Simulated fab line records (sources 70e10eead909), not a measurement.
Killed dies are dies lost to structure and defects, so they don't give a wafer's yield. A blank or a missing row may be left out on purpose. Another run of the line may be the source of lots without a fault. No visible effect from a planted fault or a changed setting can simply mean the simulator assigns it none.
Chamber matching :: flow nandHarc :: NHARC_A_STAIRCASE_TRIM_196 on rieDiel-13 has 4 sister chambers
The step chemistry O2, time 211.2 s. 22 wafers are shown with their chamber, then 11 later ones without.

## WAFERS, EACH WITH ITS CHAMBER
wafer: L074.1
chamber: 2
drypumpMotorCurrentA (A): 5.5
showerheadPlenumPTorr (Torr): 3.57
oesProductAu (a.u.): 1.011

wafer: L074.5
chamber: 2
drypumpMotorCurrentA (A): 5.5
showerheadPlenumPTorr (Torr): 3.57
oesProductAu (a.u.): 0.988

wafer: L074.6
chamber: 1
drypumpMotorCurrentA (A): 6.0
showerheadPlenumPTorr (Torr): 3.75
oesProductAu (a.u.): 1.010

wafer: L076.1
chamber: 3
drypumpMotorCurrentA (A): 5.9
showerheadPlenumPTorr (Torr): 3.57
oesProductAu (a.u.): 1.008

wafer: L076.2
chamber: 1
drypumpMotorCurrentA (A): 5.9
showerheadPlenumPTorr (Torr): 3.75
oesProductAu (a.u.): 1.005

wafer: L076.4
chamber: 2
drypumpMotorCurrentA (A): 5.5
showerheadPlenumPTorr (Torr): 3.56
oesProductAu (a.u.): 1.015

wafer: L078.1
chamber: 0
drypumpMotorCurrentA (A): 5.3
showerheadPlenumPTorr (Torr): 3.60
oesProductAu (a.u.): 0.990

wafer: L078.3
chamber: 1
drypumpMotorCurrentA (A): 5.9
showerheadPlenumPTorr (Torr): 3.74
oesProductAu (a.u.): 1.006

wafer: L078.4
chamber: 3
drypumpMotorCurrentA (A): 5.9
showerheadPlenumPTorr (Torr): 3.57
oesProductAu (a.u.): 1.012

wafer: L081.3
chamber: 0
drypumpMotorCurrentA (A): 5.3
showerheadPlenumPTorr (Torr): 3.59
oesProductAu (a.u.): 0.994

wafer: L081.5
chamber: 0
drypumpMotorCurrentA (A): 5.3
showerheadPlenumPTorr (Torr): 3.59
oesProductAu (a.u.): 0.995

wafer: L081.6
chamber: 3
drypumpMotorCurrentA (A): 5.9
showerheadPlenumPTorr (Torr): 3.56
oesProductAu (a.u.): 1.016

wafer: L084.3
chamber: 1
drypumpMotorCurrentA (A): 5.9
showerheadPlenumPTorr (Torr): 3.73
oesProductAu (a.u.): 1.004

wafer: L084.5
chamber: 2
drypumpMotorCurrentA (A): 5.5
showerheadPlenumPTorr (Torr): 3.54
oesProductAu (a.u.): 1.001

wafer: L084.6
chamber: 1
drypumpMotorCurrentA (A): 5.9
showerheadPlenumPTorr (Torr): 3.73
oesProductAu (a.u.): 1.000

wafer: L086.2
chamber: 3
drypumpMotorCurrentA (A): 5.9
showerheadPlenumPTorr (Torr): 3.55
oesProductAu (a.u.): 1.011

wafer: L086.5
chamber: 3
drypumpMotorCurrentA (A): 5.9
showerheadPlenumPTorr (Torr): 3.55
oesProductAu (a.u.): 1.015

wafer: L086.6
chamber: 2
drypumpMotorCurrentA (A): 5.5
showerheadPlenumPTorr (Torr): 3.54
oesProductAu (a.u.): 1.003

wafer: L088.1
chamber: 1
drypumpMotorCurrentA (A): 5.9
showerheadPlenumPTorr (Torr): 3.72
oesProductAu (a.u.): 1.000

wafer: L088.3
chamber: 0
drypumpMotorCurrentA (A): 5.3
showerheadPlenumPTorr (Torr): 3.58
oesProductAu (a.u.): 1.002

wafer: L088.6
chamber: 2
drypumpMotorCurrentA (A): 5.5
showerheadPlenumPTorr (Torr): 3.54
oesProductAu (a.u.): 1.013

wafer: L093.1
chamber: 0
drypumpMotorCurrentA (A): 5.3
showerheadPlenumPTorr (Torr): 3.57
oesProductAu (a.u.): 0.999

SIGNATURES (means of the wafers above)
reading: drypumpMotorCurrentA
chamber 0: 5.300
chamber 1: 5.917
chamber 2: 5.500
chamber 3: 5.900
scatter within a chamber: 0.0215

reading: showerheadPlenumPTorr
chamber 0: 3.5860
chamber 1: 3.7367
chamber 2: 3.5533
chamber 3: 3.5600
scatter within a chamber: 0.0124

reading: oesProductAu
chamber 0: 0.99600
chamber 1: 1.00417
chamber 2: 1.00517
chamber 3: 1.01240
scatter within a chamber: 0.00628
Rule: for a wafer and a chamber, the distance is found by dividing, reading by reading, the gap between the wafer's reading and the chamber's mean by the reading's scatter, squaring, summing and taking the root. The wafer belongs to the nearest chamber; if the next one is less than 2 further off, it can't be placed. How the scatter is found: for the shown wafers, subtract from each reading the mean of its chamber, square and add these, divide the total by (wafers less chambers), then take the root.

## WAFERS WITHOUT THEIR CHAMBER
wafer: L093.5
drypumpMotorCurrentA (A): 5.9
showerheadPlenumPTorr (Torr): 3.54
oesProductAu (a.u.): 1.018

wafer: L093.6
drypumpMotorCurrentA (A): 5.3
showerheadPlenumPTorr (Torr): 3.57
oesProductAu (a.u.): 0.995

wafer: L092.1
drypumpMotorCurrentA (A): 6.0
showerheadPlenumPTorr (Torr): 3.54
oesProductAu (a.u.): 1.022

wafer: L092.2
drypumpMotorCurrentA (A): 5.3
showerheadPlenumPTorr (Torr): 3.57
oesProductAu (a.u.): 0.996

wafer: L092.5
drypumpMotorCurrentA (A): 5.9
showerheadPlenumPTorr (Torr): 3.71
oesProductAu (a.u.): 1.004

wafer: L094.1
drypumpMotorCurrentA (A): 5.9
showerheadPlenumPTorr (Torr): 3.71
oesProductAu (a.u.): 0.992

wafer: L094.2
drypumpMotorCurrentA (A): 5.5
showerheadPlenumPTorr (Torr): 3.53
oesProductAu (a.u.): 1.006

wafer: L094.5
drypumpMotorCurrentA (A): 5.9
showerheadPlenumPTorr (Torr): 3.71
oesProductAu (a.u.): 1.001

wafer: L095.2
drypumpMotorCurrentA (A): 5.9
showerheadPlenumPTorr (Torr): 3.71
oesProductAu (a.u.): 0.997

wafer: L095.4
drypumpMotorCurrentA (A): 5.2
showerheadPlenumPTorr (Torr): 3.57
oesProductAu (a.u.): 0.993

wafer: L095.5
drypumpMotorCurrentA (A): 5.5
showerheadPlenumPTorr (Torr): 3.53
oesProductAu (a.u.): 1.014

## THE CHAMBER EACH PASSED THROUGH
wafer: L093.5
from the rows above: 3
in truth: 3

wafer: L093.6
from the rows above: 0
in truth: 0

wafer: L092.1
from the rows above: 3
in truth: 3

wafer: L092.2
from the rows above: 0
in truth: 0

wafer: L092.5
from the rows above: 1
in truth: 1

wafer: L094.1
from the rows above: 1
in truth: 1

wafer: L094.2
from the rows above: 2
in truth: 2

wafer: L094.5
from the rows above: 1
in truth: 1

wafer: L095.2
from the rows above: 1
in truth: 1

wafer: L095.4
from the rows above: 0
in truth: 0

wafer: L095.5
from the rows above: 2
in truth: 2
Correct placement for 11 of the 11. Not placeable from these rows: 0. 0 placed wrongly.
